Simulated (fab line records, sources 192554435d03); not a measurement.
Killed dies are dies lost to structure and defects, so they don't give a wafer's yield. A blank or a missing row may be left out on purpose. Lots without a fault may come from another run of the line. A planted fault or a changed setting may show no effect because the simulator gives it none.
Split-lot experiment | flow n5_finfet | 7 lots, 21 wafers read, on a route of 1938 steps

THE SPLIT
At N5_BEOL_M10_ILD_DEP_00 (deposits SiCOH lowk from DEMS/porogen, target thk 308.51 nm, time 58 s), the setting time_s was moved away from the recipe's 58 s on 3 of the 21 wafers read, by -10.5% to +14.0%. The other wafers ran this setting at the recipe's value.

FROM THE SPLIT TO THE READING: what the file shows between them, 1 step
- N5_BEOL_M10_CURE_71: cures SiCOH lowk, time 240 s

THE READING
M10_ILD_THK, in nm, at N5_BEOL_M10_THK_MEAS_01. Fault-free wafers of this fab line usually give 268 nm, standard deviation 3.1 nm.

wafer  | tool, chamber at the split | time_s as run, s | against the recipe | M10_ILD_THK, nm | against lot-mates on the recipe
L078.1 | pecvd-04, 1                | 58               | recipe             | 268             | -
L078.3 | pecvd-04, 2                | 58               | recipe             | 266             | -
L078.6 | pecvd-04, 2                | 58               | recipe             | 265             | -
L083.1 | pecvd-03, 2                | 58               | recipe             | 268             | -
L083.2 | pecvd-03, 0                | 58               | recipe             | 266             | -
L083.6 | pecvd-03, 0                | 58               | recipe             | 268             | -
L088.4 | pecvd-01, 0                | 58               | recipe             | 272             | -
L088.5 | pecvd-01, 1                | 58               | recipe             | 270             | -
L088.6 | pecvd-01, 2                | 58               | recipe             | 270             | -
L089.1 | pecvd-03, 2                | 51.9             | -10.5%             | 240             | -30
L089.3 | pecvd-03, 1                | 58               | recipe             | 269             | -
L089.5 | pecvd-03, 2                | 58               | recipe             | 271             | -
L093.1 | pecvd-01, 2                | 58               | recipe             | 268             | -
L093.3 | pecvd-01, 1                | 58               | recipe             | 268             | -
L093.6 | pecvd-01, 0                | 58               | recipe             | 275             | -
L094.1 | pecvd-01, 2                | 58               | recipe             | 261             | -
L094.2 | pecvd-01, 0                | 58               | recipe             | 260             | -
L094.5 | pecvd-01, 1                | 58               | recipe             | 267             | -
L096.1 | pecvd-01, 1                | 58               | recipe             | 263             | -
L096.2 | pecvd-01, 2                | 66.1             | +14.0%             | 299             | +36
L096.5 | pecvd-01, 2                | 66.1             | +14.0%             | 305             | +42

THE FIT
A straight line over all 21 wafers: M10_ILD_THK changes by +2.51 nm for each +1% of time_s; r = +0.96; the points scatter about the line by 3.7 nm.
The same after taking each lot's own level away (the mean of its wafers on the recipe; 21 wafers): +2.81 nm for each +1%; r = +0.99; scatter 2.2 nm.
On that fit, the largest move of time_s shifts the reading by 39 nm.
The lots' own levels span 262.7 to 270.7 nm, that is 2.6 times the standard deviation above.
So the lot-to-lot level changes the slope: the two fits differ.
Check: with one of the wafers moved furthest among these (+14.0%) left out of the fit, the line predicts +41.3 nm for it against its lot-mates. It came out at +36 nm against them.

OTHER SPLITS ON THESE WAFERS
These wafers also went through other splits before the reading. Each is held against what the fit with the lots' levels taken away leaves over:
other split on the same wafers | wafers away from the commonest value | r with M10_ILD_THK (lot level and that fit taken away)
N5_BEOL_M5_ETCH_72 source_w    | 6                                    | -0.17
N5_BEOL_M5_SPUTTER_48 time_s   | 8                                    | -0.35
N5_BEOL_M6_ETCH_41 time_s      | 4                                    | -0.26
N5_BEOL_M7_DEP_56 time_s       | 6                                    | -0.03
N5_BEOL_M8_ILD_DEP_00 time_s   | 4                                    | -0.01
N5_BEOL_M9_ETCH_62 source_w    | 5                                    | -0.15
N5_BEOL_M9_COAT_63 spin_rpm    | 9                                    | -0.13

THE WHOLE CHAIN: every reading that the file lists as answering this split, in the file's order
step                    | what it does                                                           | reading                                                                                   | change (the file's fit)              | r (the file's)
N5_BEOL_M10_ILD_DEP_00  | deposits SiCOH lowk from DEMS/porogen, target thk 308.51 nm, time 58 s | SiCOH_lowk_of_BEOL_M10_ILD_DEP_00.thk_nm (the simulator's own value, which no gauge read) | +3.18 nm for each +1% of the setting | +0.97
N5_BEOL_M10_CURE_71     | cures SiCOH lowk, time 240 s                                           | SiCOH_lowk_of_BEOL_M10_ILD_DEP_00.thk_nm (the simulator's own value, which no gauge read) | +2.81 nm for each +1% of the setting | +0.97
N5_BEOL_M10_THK_MEAS_01 |                                                                        | M10_ILD_THK                                                                               | +2.8 for each +1% of the setting     | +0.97

THE FILE'S OWN FIT
M10_ILD_THK changes by +2.8 nm for each +1% of time_s, r = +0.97.
